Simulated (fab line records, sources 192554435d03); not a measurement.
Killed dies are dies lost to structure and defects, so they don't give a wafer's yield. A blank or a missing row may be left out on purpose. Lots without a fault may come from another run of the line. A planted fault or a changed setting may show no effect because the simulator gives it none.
Chamber matching | flow n5_finfet | N5_BEOL_M9_CMP_52 on cmp-03: 4 sister chambers
The step polishes, stops on SiCOH lowk, t overpolish 7 s, target thk 140 nm. 4 wafers are shown with their chamber, then 10 later ones without.

WAFERS WITH THEIR CHAMBER
wafer  | chamber | motor_current_A (A)
L085.2 | 0       | 5.1
L088.4 | 2       | 7.7
L087.1 | 3       | 6.0
L087.4 | 1       | 5.7

WAFERS WITHOUT THEIR CHAMBER
wafer  | motor_current_A (A)
L087.6 | 4.6
L090.2 | 6.0
L090.3 | 6.9
L090.6 | 6.9
L093.3 | 7.0
L093.4 | 5.8
L093.5 | 4.9
L091.1 | 6.2
L091.3 | 7.3
L091.6 | 7.1

WHICH CHAMBER EACH WENT THROUGH
wafer  | from the rows above               | in truth
L087.6 | can't be placed: 0 or 1 or 3      | 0
L090.2 | can't be placed: 3 or 1 or 0      | 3
L090.3 | can't be placed: 2 or 3 or 1 or 0 | 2
L090.6 | can't be placed: 2 or 3 or 1 or 0 | 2
L093.3 | can't be placed: 2 or 3 or 1      | 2
L093.4 | can't be placed: 1 or 3 or 0      | 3
L093.5 | can't be placed: 0 or 1 or 3      | 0
L091.1 | can't be placed: 3 or 1 or 0      | 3
L091.3 | can't be placed: 2 or 3           | 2
L091.6 | can't be placed: 2 or 3 or 1      | 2
Placed correctly: 0 of 10. Can't be placed from these rows: 10 (the true chamber is among the candidates in 10). Placed wrongly: 0.
How it was worked out, from the rows above alone: a wafer's distance from a chamber is the root of the sum, over the readings, of the square of ((its reading less the chamber's mean) divided by the reading's scatter). The wafer belongs to the nearest chamber; if the next one is less than 2 further off, it can't be placed. A chamber's mean is the mean of its shown wafers. The scatter: with one shown wafer a chamber, the root of the mean of the squares of how far each hidden wafer lies from its nearest shown one.
